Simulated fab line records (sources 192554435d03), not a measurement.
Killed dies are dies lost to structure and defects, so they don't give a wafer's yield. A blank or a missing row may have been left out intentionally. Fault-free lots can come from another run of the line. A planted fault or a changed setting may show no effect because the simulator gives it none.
Which tool did it?    flow n5-finfet    72 wafers from 24 lots sampled at 5 of the route's 1938 steps

WHAT EACH GAUGE READ, for each wafer
N5_BEOL_M14_INSPECT_30: inspects for defects (macro). Usual: raw-defect-count 2.2, standard deviation 1.5.
lot   measured      on                 raw-defect-count  flag
L074  day 11 11:55  defect-inspect-01  1 4 1             
L076  day 11 17:34  defect-inspect-01  2 2 2             
L075  day 11 18:45  defect-inspect-01  0 0 6             
L077  day 12 01:05  defect-inspect-02  0 1 2             
L078  day 12 14:45  defect-inspect-02  4 1 5             
L079  day 12 16:43  defect-inspect-01  3 3 2             
L081  day 13 06:01  defect-inspect-02  5 2 3             
L080  day 13 11:47  defect-inspect-01  2 2 1             
L082  day 13 17:49  defect-inspect-01  2 0 5             
L083  day 14 01:35  defect-inspect-02  2 5 4             
L084  day 14 02:17  defect-inspect-02  5 2 0             
L085  day 14 04:44  defect-inspect-01  1 1 5             
L086  day 14 14:10  defect-inspect-02  3 1 1             
L087  day 14 23:28  defect-inspect-01  1 3 3             
L089  day 15 07:46  defect-inspect-01  2 1 3             
L091  day 15 14:13  defect-inspect-02  2 2 0             
L090  day 15 14:41  defect-inspect-02  2 1 3             
L088  day 16 06:00  defect-inspect-02  4 1 0             
L092  day 16 09:56  defect-inspect-02  2 4 1             
L095  day 16 10:49  defect-inspect-02  1 1 0             
L094  day 16 19:24  defect-inspect-01  4 4 1             
L093  day 17 10:13  defect-inspect-01  2 4 3             
L096  day 17 17:45  defect-inspect-01  1 2 1             
L097  day 18 07:33  defect-inspect-01  3 1 6             

N5_BEOL_M15_CD_MEAS_10: the cd target is 360 nm. Usual: cd-nm 361.1 nm, standard deviation 1.9.
lot   measured      on         cd-nm (nm)         flag
L074  day 11 19:30  cd-sem-02  361.6 362.7 361.7  
L076  day 11 23:16  cd-sem-03  364.0 362.9 361.5  
L075  day 12 00:47  cd-sem-01  363.8 362.5 360.5  
L077  day 12 04:42  cd-sem-01  360.1 362.9 362.1  
L078  day 12 23:09  cd-sem-03  362.3 362.1 359.3  
L079  day 12 23:59  cd-sem-02  360.9 360.2 360.1  
L081  day 13 10:15  cd-sem-01  360.8 360.6 360.8  
L080  day 13 15:23  cd-sem-02  362.9 363.3 359.8  
L082  day 13 21:37  cd-sem-01  362.3 361.5 360.6  
L083  day 14 06:52  cd-sem-01  358.9 360.5 357.8  
L084  day 14 07:13  cd-sem-01  366.1 362.8 365.6  
L085  day 14 08:56  cd-sem-03  362.9 360.2 360.3  
L086  day 14 20:47  cd-sem-02  363.1 362.3 362.9  
L087  day 15 02:46  cd-sem-02  362.3 360.9 362.8  
L089  day 15 13:02  cd-sem-02  359.1 359.7 362.2  
L091  day 15 18:30  cd-sem-03  359.2 357.3 361.1  
L090  day 15 18:40  cd-sem-03  362.3 363.6 362.1  
L088  day 16 13:00  cd-sem-01  357.7 358.3 359.9  
L092  day 16 13:32  cd-sem-03  361.9 362.8 361.9  
L095  day 16 15:32  cd-sem-03  362.1 362.0 361.2  
L094  day 17 01:26  cd-sem-03  362.0 357.8 360.0  
L093  day 17 13:36  cd-sem-02  360.4 360.1 359.2  
L096  day 17 21:29  cd-sem-02  361.5 358.2 359.5  
L097  day 18 11:42  cd-sem-02  363.5 360.0 361.8  

N5_BEOL_M15_CD_MEAS_28: the cd target is 407.6 nm. Usual: cd-nm 409.2 nm, standard deviation 1.6.
lot   measured      on         cd-nm (nm)         flag
L074  day 11 20:58  cd-sem-02  408.6 409.0 408.7  
L076  day 12 00:50  cd-sem-02  408.5 411.2 408.5  
L075  day 12 02:14  cd-sem-03  409.8 410.4 409.0  
L077  day 12 06:18  cd-sem-01  409.3 409.1 411.3  
L078  day 13 00:44  cd-sem-01  408.7 407.1 406.2  
L079  day 13 01:59  cd-sem-01  408.4 410.1 408.4  
L081  day 13 11:50  cd-sem-02  408.9 409.8 408.7  
L080  day 13 16:58  cd-sem-02  408.7 409.8 409.7  
L082  day 13 23:07  cd-sem-02  409.1 410.5 408.9  
L083  day 14 08:20  cd-sem-01  411.5 411.6 411.1  
L084  day 14 08:41  cd-sem-02  409.6 410.0 410.4  
L085  day 14 10:32  cd-sem-02  411.3 411.7 411.0  
L086  day 14 22:23  cd-sem-02  408.5 410.0 409.4  
L087  day 15 04:14  cd-sem-01  405.1 405.5 409.3  
L089  day 15 14:52  cd-sem-03  409.8 412.8 409.7  
L091  day 15 19:58  cd-sem-01  407.0 408.8 405.4  
L090  day 15 20:15  cd-sem-01  406.8 407.2 406.7  
L088  day 16 14:45  cd-sem-03  407.0 408.4 408.5  
L092  day 16 15:19  cd-sem-01  411.1 408.1 409.9  
L095  day 16 18:16  cd-sem-02  408.3 408.1 408.6  
L094  day 17 02:58  cd-sem-02  408.7 411.1 410.7  
L093  day 17 15:10  cd-sem-01  409.1 407.3 406.8  
L096  day 17 23:16  cd-sem-03  408.9 409.8 412.2  
L097  day 18 13:13  cd-sem-01  409.4 408.5 408.8  

TOOL THAT RAN EACH LOT (tool first, then ch and the chambers of the sampled wafers, then the start)
lot   N5_BEOL_M14_ETCH_38                            N5_BEOL_M15_STRIP_64
L074  rie-diel-02 ch 0,3, day 11 19:30 or earlier    rie-diel-04 ch 0,1,3, day 11 20:58 or earlier
L076  rie-diel-02 ch 0,1,2, day 11 23:16 or earlier  rie-diel-04 ch 0,1, day 12 00:50 or earlier
L075  rie-diel-01 ch 1,2, day 12 00:47 or earlier    rie-diel-05 ch 0,2,3, day 12 02:14 or earlier
L077  rie-diel-06 ch 0,1,2, day 12 04:42 or earlier  rie-diel-05 ch 2,3, day 12 06:18 or earlier
L078  rie-diel-01 ch 0,3, day 12 23:09 or earlier    rie-diel-03 ch 0,2,3, day 13 00:44 or earlier
L079  rie-diel-06 ch 0,1,3, day 12 23:59 or earlier  rie-diel-05 ch 0,1, day 13 01:59 or earlier
L081  rie-diel-02 ch 0,1, day 13 10:15 or earlier    rie-diel-03 ch 0,2, day 13 11:50 or earlier
L080  rie-diel-02 ch 0,1, day 13 15:23 or earlier    rie-diel-03 ch 0,1,2, day 13 16:58 or earlier
L082  rie-diel-01 ch 0,2,3, day 13 21:37 or earlier  rie-diel-04 ch 1,2, day 13 23:07 or earlier
L083  rie-diel-02 ch 0,1,2, day 14 06:52 or earlier  rie-diel-03 ch 1,3, day 14 08:20 or earlier
L084  rie-diel-06 ch 0,1,2, day 14 07:13 or earlier  rie-diel-05 ch 0,1, day 14 08:41 or earlier
L085  rie-diel-01 ch 1,2,3, day 14 08:56 or earlier  rie-diel-03 ch 0,1,3, day 14 10:32 or earlier
L086  rie-diel-06 ch 0,2,3, day 14 20:47 or earlier  rie-diel-05 ch 1,2, day 14 22:23 or earlier
L087  rie-diel-06 ch 0,1,2, day 15 02:46 or earlier  rie-diel-04 ch 0,2,3, day 15 04:14 or earlier
L089  rie-diel-01 ch 0,1,2, day 15 13:02 or earlier  rie-diel-04 ch 2,3, day 15 14:52 or earlier
L091  rie-diel-02 ch 0,1,3, day 15 18:30 or earlier  rie-diel-05 ch 2,3, day 15 19:58 or earlier
L090  rie-diel-01 ch 0,2,3, day 15 18:40 or earlier  rie-diel-04 ch 0,1,3, day 15 20:15 or earlier
L088  rie-diel-01 ch 0,1,2, day 16 13:00 or earlier  rie-diel-05 ch 0,2, day 16 14:45 or earlier
L092  rie-diel-01 ch 0,1,3, day 16 13:32 or earlier  rie-diel-03 ch 1,2,3, day 16 15:19 or earlier
L095  rie-diel-06 ch 1,2,3, day 16 15:32 or earlier  rie-diel-03 ch 0,1,2, day 16 18:16 or earlier
L094  rie-diel-02 ch 1,2,3, day 17 01:26 or earlier  rie-diel-04 ch 0,1,2, day 17 02:58 or earlier
L093  rie-diel-01 ch 0,2,3, day 17 13:36 or earlier  rie-diel-05 ch 2,3, day 17 15:10 or earlier
L096  rie-diel-01 ch 0,1,2, day 17 21:29 or earlier  rie-diel-04 ch 1,2,3, day 17 23:16 or earlier
L097  rie-diel-06 ch 1,2,3, day 18 11:42 or earlier  rie-diel-04 ch 1,2,3, day 18 13:13 or earlier
- N5_BEOL_M14_ETCH_38: etches SiCN in CF4/N2, target depth 106.5 nm, time 120.6 s.
- N5_BEOL_M15_STRIP_64: strips in O2.

AS READ BY THE TOOLS THEMSELVES (means over the sampled wafers that have a number; for cases with no such wafer, the mark the record gives instead)
N5_BEOL_M14_ETCH_38. Usual: cf4-flow-sccm 59.99 sccm, standard deviation 0.18; drypump-motor-current-A 5.7 A, standard deviation 0.51; mfc-ar-sccm 100.0 sccm, standard deviation 0.33; oes-product-au 0.82 a.u., standard deviation 0.072; rf-vpp-V 382.4 V, standard deviation 2.2; showerhead-plenum-p-Torr 2.21 Torr, standard deviation 0.086; throttle-valve-pct 15.36 %, standard deviation 0.22.
lot   tool         cf4-flow-sccm (sccm)  drypump-motor-current-A (A)  mfc-ar-sccm (sccm)  oes-product-au (a.u.)  rf-vpp-V (V)  showerhead-plenum-p-Torr (Torr)  throttle-valve-pct (%)  flag
L074  rie-diel-02  60.05                 6.3                          100.0               0.69                   379.8         2.09                             15.44                   
L076  rie-diel-02  60.13                 5.5                          100.0               0.85                   384.3         2.26                             15.34                   
L075  rie-diel-01  59.91                 6.2                          100.4               0.91                   381.1         2.16                             15.29                   
L077  rie-diel-06  59.95                 5.3                          100.0               0.83                   383.5         2.25                             15.40                   
L078  rie-diel-01  60.16                 6.1                          99.8                0.82                   381.9         2.18                             15.48                   
L079  rie-diel-06  59.97                 5.2                          100.1               0.84                   383.2         2.23                             15.19                   
L081  rie-diel-02  59.94                 5.5                          99.7                0.77                   381.4         2.17                             15.45                   
L080  rie-diel-02  59.85                 5.5                          99.8                0.76                   381.6         2.17                             15.45                   
L082  rie-diel-01  60.07                 5.7                          100.4               0.83                   381.6         2.17                             15.32                   
L083  rie-diel-02  60.03                 5.5                          99.9                0.81                   383.4         2.25                             15.39                   
L084  rie-diel-06  60.08                 5.3                          100.0               0.81                   383.9         2.25                             15.44                   
L085  rie-diel-01  60.04                 6.0                          99.7                0.86                   381.7         2.15                             15.34                   
L086  rie-diel-06  60.03                 5.4                          99.7                0.83                   382.4         2.23                             15.36                   
L087  rie-diel-06  60.18                 5.3                          99.7                0.80                   382.4         2.25                             15.45                   
L089  rie-diel-01  60.16                 5.9                          100.3               0.81                   380.8         2.17                             15.36                   
L091  rie-diel-02  59.90                 5.8                          99.9                0.83                   384.0         2.26                             15.25                   
L090  rie-diel-01  59.89                 5.7                          100.3               0.81                   381.3         2.17                             15.36                   
L088  rie-diel-01  59.85                 5.9                          100.1               0.80                   380.8         2.16                             15.38                   
L092  rie-diel-01  60.08                 6.3                          100.1               0.79                   382.1         2.16                             15.55                   
L095  rie-diel-06  59.99                 5.2                          100.1               0.78                   382.1         2.18                             15.41                   
L094  rie-diel-02  60.04                 5.8                          100.2               0.86                   385.3         2.34                             15.19                   
L093  rie-diel-01  60.11                 5.7                          99.9                0.79                   381.6         2.16                             15.40                   
L096  rie-diel-01  60.10                 6.0                          99.9                0.79                   381.8         2.16                             15.39                   
L097  rie-diel-06  59.93                 5.2                          99.8                0.77                   382.0         2.18                             15.45                   

N5_BEOL_M15_STRIP_64. Usual: drypump-motor-current-A 5.6 A, standard deviation 0.44; oes-product-au 0.77 a.u., standard deviation 0.087; rf-vpp-V 3.6 V, standard deviation 0.5; showerhead-plenum-p-Torr 2.11 Torr, standard deviation 0.057; temp-c 59.99 C, standard deviation 0.12; throttle-valve-pct 16.79 %, standard deviation 0.27.
lot   tool         drypump-motor-current-A (A)  oes-product-au (a.u.)  rf-vpp-V (V)  showerhead-plenum-p-Torr (Torr)  temp-c (C)  throttle-valve-pct (%)  flag
L074  rie-diel-04  5.6                          0.82                   3.5           2.08                             59.91       16.78                   
L076  rie-diel-04  5.9                          0.73                   3.3           2.09                             60.05       16.86                   
L075  rie-diel-05  5.7                          0.71                   3.2           2.12                             60.01       16.85                   
L077  rie-diel-05  5.4                          0.71                   3.6           2.09                             59.82       16.75                   
L078  rie-diel-03  5.4                          0.84                   3.6           2.12                             59.89       16.69                   
L079  rie-diel-05  5.6                          0.70                   3.4           2.12                             59.94       16.93                   
L081  rie-diel-03  5.2                          0.89                   3.7           2.11                             60.03       16.43                   
L080  rie-diel-03  5.2                          0.83                   3.6           2.10                             59.95       16.63                   
L082  rie-diel-04  5.8                          0.80                   3.8           2.14                             60.00       16.77                   
L083  rie-diel-03  5.4                          0.73                   3.4           2.15                             60.02       17.05                   
L084  rie-diel-05  5.7                          0.70                   4.0           2.15                             59.89       16.99                   
L085  rie-diel-03  5.4                          0.76                   3.7           2.10                             60.05       16.92                   
L086  rie-diel-05  5.3                          0.69                   3.7           2.08                             59.88       16.79                   
L087  rie-diel-04  5.9                          0.84                   3.3           2.12                             59.94       16.54                   
L089  rie-diel-04  5.5                          0.91                   3.8           2.12                             60.02       16.47                   
L091  rie-diel-05  5.4                          0.69                   3.0           2.08                             59.90       16.80                   
L090  rie-diel-04  5.6                          0.77                   3.3           2.08                             59.89       16.83                   
L088  rie-diel-05  5.6                          0.69                   3.6           2.15                             60.01       16.97                   
L092  rie-diel-03  5.3                          0.77                   3.5           2.13                             60.00       16.81                   
L095  rie-diel-03  5.2                          0.80                   3.7           2.09                             59.95       16.68                   
L094  rie-diel-04  6.0                          0.76                   3.1           2.13                             60.05       16.74                   
L093  rie-diel-05  5.5                          0.68                   3.9           2.08                             60.06       16.81                   
L096  rie-diel-04  5.7                          0.82                   3.5           2.12                             59.93       16.67                   
L097  rie-diel-04  5.7                          0.82                   3.7           2.12                             60.00       16.68                   

THE ANSWER, worked out from the rows above alone
Rule: a lot counts as off when the mean over its wafers that have a number is more than 3 standard deviations away from the usual mean. A lot without any number at a reading at which 4 lots or more have one is off too. Where the step has rows for the other lots, those lots are counted as sound. After the gauges, taken in route order, come the tools' own readings; for these a lot's mean is taken, as printed above. The first step at which some lot is off is used, and at that step the reading that is off furthest; a lot without a number counts as furthest.
Across all readings shown, no lot is off: no conclusion can be drawn from this.

WHAT WAS PUT IN BY THE SIMULATOR
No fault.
